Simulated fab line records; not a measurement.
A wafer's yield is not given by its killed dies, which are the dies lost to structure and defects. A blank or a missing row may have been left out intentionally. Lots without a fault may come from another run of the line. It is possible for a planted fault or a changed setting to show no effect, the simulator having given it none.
fab line records	flow n5-finfet
[record] lots = 10	wafers = 30	last-day = 18
route steps=1938 shown FIN_SAQP@96 BEOL_M4@1111
lots that met no fault: taken from a fault-free run of the same line
start-h: the number of hours between the record's first day and the start of the first shown wafer of the lot	wait-h: hours from the lot's prior step to this one	" as in the row above	L1.1+2: several wafers, shown together as one row	- no value, or no start given	* or withheld: withheld	< > ~ a bound
route shown NAME@n: names a module that has steps shown in the file, with the first one's number in the route	usual: average and standard deviation across the fault-free wafers	same: alike in all rows	chamber/n: place in a boat	sites: readings site by site	_std_site: their standard deviation	_edge_site: inner sites' mean taken away from outer sites' mean	radius-mm: how far each site lies from the wafer's centre	mask NAME#n: copy n	behind: the tool/chamber that last shaped the wafer	hold: why the lot was held/for how many hours/how that ended	device: transistor that didn't switch, given as n, p or np	end of line: tests run on the same wafers once the route is complete	a step with no rows: only its recipe	killed: count of dies lost to structure and defects at first sort (not the wafer's yield)	map: a wafer's dies, marking killed ones x, the rest . and places with no die _
set.NAME: the setting as run; set.NAME@STEP: as run at that earlier step	model.NAME: the simulator's own value behind a step, which no gauge read
route steps across a sampled set of lots; one table per step, one row per wafer
services: the hour from which a tool's chamber was out of use, counted from the record's first day as start-h (under 0 if before that day), plus the number of hours and why
[[steps]]
[step N5_FIN_SAQP_HM_DEP_03]
[recipe] material = SiNx	target-thk-a = 380	temp-c = 400	precursor = SiH4/NH3/N2	pressure-torr = 1.5	rf-w = 300	time-s = 33.6
[usual] heater-power-outer-w = 446/56	heater-power-w = 743/93	showerhead-plenum-p-Torr = 5.12/0.048	throttle-valve-pct = 39.9/2.3
lot.wafer	tool	chamber	start-h	wait-h	heater-power-outer-w	heater-power-w	showerhead-plenum-p-Torr	throttle-valve-pct
L815.1	pecvd-02	1	28.28	0.2	447	755	5.11	44.3
L815.4	"	0	"	"	380	609	5.12	39.8
L815.6	"	1	"	"	447	756	5.09	44.2
L817.3	pecvd-01	1	39.05	0.1	562	922	5.08	39.9
L817.5	"	0	"	"	491	788	5.13	38.5
L817.6	"	2	"	"	477	798	5.23	37.9
L819.2	pecvd-02	2	50.71	0.2	463	759	5.12	36.5
L819.4	"	0	"	"	349	594	5.11	39.9
L819.5	"	1	"	"	456	772	5.10	44.0
L825.2	pecvd-02	0	87.19	0.2	341	590	5.11	40.5
L825.4	"	2	"	"	508	807	5.13	36.7
L825.6	"	0	"	"	342	587	5.12	40.5
L826.3	pecvd-02	0	92.59	0.1	376	599	5.11	40.4
L826.4	"	2	"	"	508	822	5.13	36.8
L826.6	"	0	"	"	375	631	5.12	40.4
L828.2	pecvd-01	1	104.71	0.2	559	973	5.08	39.9
L828.4	"	1	"	"	573	995	5.08	40.0
L828.6	"	2	"	"	450	779	5.24	38.2
L832.2	pecvd-02	0	129.08	0.2	419	653	5.12	40.6
L832.3	"	1	"	"	361	647	5.08	44.1
L832.5	"	2	"	"	453	767	5.14	36.7
L833.2	pecvd-03	1	136.91	0.2	435	750	5.08	41.0
L833.5	"	1	"	"	425	732	5.06	41.1
L833.6	"	0	"	"	390	641	5.20	37.8
L834.2	pecvd-01	2	141.70	0.2	519	826	5.24	38.2
L834.4	"	1	"	"	446	797	5.07	39.9
L834.5	"	0	"	"	501	773	5.13	38.9
L836.3	pecvd-03	0	154.23	0.1	374	606	5.20	38.0
L836.5	"	0	"	"	372	641	5.19	37.7
L836.6	"	2	"	"	400	676	5.11	38.7
[step N5_FIN_SAQP_THK_MEAS_07]
[usual] thk-nm = 60.1/0.88
lot.wafer	tool	chamber	start-h	wait-h	thk-nm
L815.1	film-metro-01	-	28.67	0.1	59.0
L815.4	"	-	"	"	60.8
L815.6	"	-	"	"	62.6
L817.3	film-metro-01	-	39.42	0.1	59.3
L817.5	"	-	"	"	60.2
L817.6	"	-	"	"	61.8
L819.2	film-metro-01	-	51.00	0.1	58.0
L819.4	"	-	"	"	60.1
L819.5	"	-	"	"	60.7
L825.2	film-metro-01	-	87.49	0.1	58.6
L825.4	"	-	"	"	60.1
L825.6	"	-	"	"	61.3
L826.3	film-metro-01	-	92.89	0.1	59.3
L826.4	"	-	"	"	59.1
L826.6	"	-	"	"	60.1
L828.2	film-metro-01	-	105.00	0.1	59.7
L828.4	"	-	"	"	60.9
L828.6	"	-	"	"	60.7
L832.2	film-metro-01	-	129.37	0.1	59.0
L832.3	"	-	"	"	59.0
L832.5	"	-	"	"	60.8
L833.2	film-metro-02	-	137.21	0.1	60.7
L833.5	"	-	"	"	59.7
L833.6	"	-	"	"	60.9
L834.2	film-metro-02	-	141.99	0.1	59.2
L834.4	"	-	"	"	60.0
L834.5	"	-	"	"	61.9
L836.3	film-metro-02	-	154.52	0.1	59.7
L836.5	"	-	"	"	61.8
L836.6	"	-	"	"	61.3
[step N5_FIN_SAQP_HM_DEP_72]
[recipe] material = SiO2	target-thk-a = 120	temp-c = 400	precursor = SiH4/N2O	pressure-torr = 0.75	rf-w = 275	time-s = 7.2
[usual] heater-power-outer-w = 452/63	heater-power-w = 754/110	showerhead-plenum-p-Torr = 8.11/0.11
lot.wafer	tool	chamber	start-h	wait-h	heater-power-outer-w	heater-power-w	showerhead-plenum-p-Torr
L815.1	pecvd-01	2	28.71	0.0	449	768	8.33
L815.4	"	1	"	"	574	987	8.01
L815.6	"	0	"	"	479	764	8.12
L817.3	pecvd-02	1	39.49	0.1	387	656	8.04
L817.5	"	1	"	"	375	670	8.05
L817.6	"	0	"	"	345	593	8.10
L819.2	pecvd-03	1	51.04	0.0	404	705	8.00
L819.4	"	0	"	"	328	548	8.26
L819.5	"	2	"	"	473	777	8.05
L825.2	pecvd-01	0	87.52	0.0	464	770	8.10
L825.4	"	0	"	"	473	739	8.13
L825.6	"	2	"	"	488	810	8.33
L826.3	pecvd-01	2	92.93	0.0	436	765	8.35
L826.4	"	2	"	"	461	751	8.34
L826.6	"	1	"	"	577	1001	8.00
L828.2	pecvd-02	2	105.04	0.0	487	787	8.14
L828.4	"	0	"	"	429	694	8.08
L828.6	"	2	"	"	492	797	8.16
L832.2	pecvd-03	1	129.41	0.0	479	797	7.97
L832.3	"	2	"	"	428	689	8.07
L832.5	"	0	"	"	355	598	8.25
L833.2	pecvd-01	2	137.25	0.0	421	729	8.36
L833.5	"	0	"	"	439	707	8.12
L833.6	"	1	"	"	547	921	8.04
L834.2	pecvd-01	0	142.03	0.0	521	824	8.13
L834.4	"	0	"	"	515	842	8.12
L834.5	"	1	"	"	569	969	8.01
L836.3	pecvd-01	0	154.56	0.0	495	765	8.12
L836.5	"	0	"	"	493	792	8.12
L836.6	"	1	"	"	561	947	8.01
[step N5_FIN_SAQP_COAT_10]
[recipe] resist = CAR-ArF	spin-rpm = 1500	resist-thk-nm = 90
[usual] spin-speed-rpm = 1499.9/0.95
lot.wafer	tool	chamber	start-h	wait-h	spin-speed-rpm
L815.1	litho-track-05	0	28.79	-	1499.4
L815.4	"	0	"	"	1499.5
L815.6	"	0	"	"	1499.9
L817.3	litho-track-05	0	39.57	-	1500.4
L817.5	"	0	"	"	1500.8
L817.6	"	0	"	"	1498.4
L819.2	litho-track-03	0	51.12	-	1500.3
L819.4	"	0	"	"	1499.5
L819.5	"	0	"	"	1500.5
L825.2	litho-track-05	0	87.61	-	1500.4
L825.4	"	0	"	"	1500.4
L825.6	"	0	"	"	1501.2
L826.3	litho-track-05	0	93.01	-	1501.6
L826.4	"	0	"	"	1503.0
L826.6	"	0	"	"	1499.9
L828.2	litho-track-04	0	105.12	-	1501.4
L828.4	"	0	"	"	1500.3
L828.6	"	0	"	"	1499.7
L832.2	litho-track-03	0	129.49	-	1500.9
L832.3	"	0	"	"	1500.7
L832.5	"	0	"	"	1500.1
L833.2	litho-track-03	0	137.33	-	1500.3
L833.5	"	0	"	"	1500.3
L833.6	"	0	"	"	1499.8
L834.2	litho-track-05	0	142.11	-	1603.5
L834.4	"	0	"	"	1605.0
L834.5	"	0	"	"	1604.3
L836.3	litho-track-05	0	154.64	-	1604.5
L836.5	"	0	"	"	1603.9
L836.6	"	0	"	"	1605.1
[step N5_BEOL_M4_RC_MEAS_101]
[usual] DIBL_N = 36.4/2.7	DIBL_P = 36/3.2	IOFF_N = 0.16/0.046	IOFF_P = 0.21/0.055	ION_N = 677/15	ION_P = 464/11	SS_N = 71.5/0.79	SS_P = 73.3/0.93	VT_N = 250/4.1	VT_P = -251/4.4
lot.wafer	tool	chamber	start-h	wait-h	DIBL_N[mV/V]	DIBL_P[mV/V]	IOFF_N[nA/um]	IOFF_P[nA/um]	ION_N[uA/um]	ION_P[uA/um]	SS_N[mV/dec]	SS_P[mV/dec]	VT_N[mV]	VT_P[mV]
L815.1	prober-02	0	166.53	0.0	37.0	35	0.16	0.21	680	467	71.0	73.8	249	-249
L815.4	"	0	"	"	43.5	44	0.32	0.42	733	500	72.7	76.2	242	-240
L815.6	"	0	"	"	39.5	38	0.22	0.29	692	479	71.5	73.5	244	-245
L817.3	prober-01	0	189.09	0.3	38.3	40	0.22	0.36	695	487	72.9	73.0	242	-239
L817.5	"	0	"	"	37.2	38	0.19	0.28	691	478	72.2	73.6	245	-242
L817.6	"	0	"	"	35.4	36	0.16	0.26	682	481	72.0	73.0	248	-243
L819.2	prober-02	0	216.91	0.2	32.8	32	0.11	0.14	648	457	70.1	72.0	253	-255
L819.4	"	0	"	"	35.5	35	0.15	0.19	673	457	70.9	72.6	249	-253
L819.5	"	0	"	"	34.9	34	0.14	0.16	696	462	72.1	73.0	250	-255
L826.3	prober-02	0	249.67	0.3	35.0	36	0.17	0.21	704	478	71.3	73.8	246	-248
L826.4	"	0	"	"	33.4	34	0.15	0.20	691	471	70.3	72.8	246	-248
L826.6	"	0	"	"	32.7	33	0.13	0.17	668	460	70.5	72.9	249	-253
L825.2	prober-01	0	251.34	0.2	36.4	37	0.17	0.26	683	470	71.5	73.6	248	-245
L825.4	"	0	"	"	35.7	35	0.15	0.22	678	470	71.1	72.9	249	-248
L825.6	"	0	"	"	35.9	37	0.18	0.26	695	484	71.2	72.8	246	-249
L828.2	prober-02	0	257.55	0.2	33.3	34	0.12	0.18	656	454	71.3	73.1	254	-254
L828.4	"	0	"	"	38.7	39	0.24	0.25	684	456	72.1	75.0	244	-251
L828.6	"	0	"	"	36.7	35	0.18	0.19	653	445	72.6	73.5	252	-254
L832.2	prober-02	0	286.74	0.2	34.7	35	0.13	0.14	667	445	71.0	72.4	255	-255
L832.3	"	0	"	"	37.8	41	0.18	0.22	671	450	72.3	73.9	251	-253
L832.5	"	0	"	"	34.3	36	0.12	0.16	658	445	71.2	72.7	254	-258
L833.2	prober-02	0	293.20	0.2	36.9	38	0.17	0.24	689	475	71.3	74.3	247	-247
L833.5	"	0	"	"	37.6	37	0.17	0.24	675	466	72.1	74.6	249	-248
L833.6	"	0	"	"	37.0	36	0.17	0.22	676	454	71.6	74.0	248	-247
L834.2	prober-01	0	298.85	0.2	36.5	35	0.14	0.19	663	462	70.9	72.6	250	-251
L834.4	"	0	"	"	32.8	31	0.10	0.14	659	453	70.5	72.4	256	-256
L834.5	"	0	"	"	35.4	34	0.13	0.17	670	461	71.1	72.0	252	-255
L836.3	prober-02	0	319.36	0.3	40.0	38	0.21	0.22	677	457	72.4	73.5	249	-253
L836.5	"	0	"	"	36.7	34	0.14	0.16	659	448	71.2	72.5	253	-257
L836.6	"	0	"	"	41.0	40	0.23	0.25	689	467	72.3	74.2	247	-252
[[services]]
tool	chamber	start-h	hours	kind
pecvd-03	0	4.78	3.8	repair
pecvd-02	2	6.45	7.9	repair
pecvd-03	0	18.30	5.5	scheduled-down
pecvd-02	2	21.12	-	clean
pecvd-02	2	21.12	-	consumable-replace:showerhead
pecvd-02	2	21.12	29.0	scheduled-down
pecvd-02	2	21.12	29.0	vent-cycle
pecvd-01	0	50.81	5.5	scheduled-down
pecvd-03	0	74.44	15.9	repair
pecvd-02	-	94.22	1.0	repair
pecvd-03	-	98.95	0.7	repair
pecvd-03	0	130.76	2.1	scheduled-down
litho-track-03	-	139.23	-	consumable-replace:filter
[[key]]
[first-sign] step = N5_FIN_SAQP_COAT_10	reading = spin-speed-rpm	direction = up	sigmas = 99+	usual = *	struck = *
effect none on later readings
met-at N5_FIN_SAQP_COAT_10
struck-lots L834,L836
not-acting-at N5_FIN_SAQP_HM_DEP_03,N5_FIN_SAQP_THK_MEAS_07,N5_FIN_SAQP_HM_DEP_72
onset-between 93.01 142.11
[fault] kind = process-parameter-drift	tool = litho-track-05	chamber = -	onset-h = 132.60	steps = N5_FIN_SAQP_COAT_10	channel = spin-rpm	offset = *	shape = step	end-h = 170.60	acts-in = *	stated = *
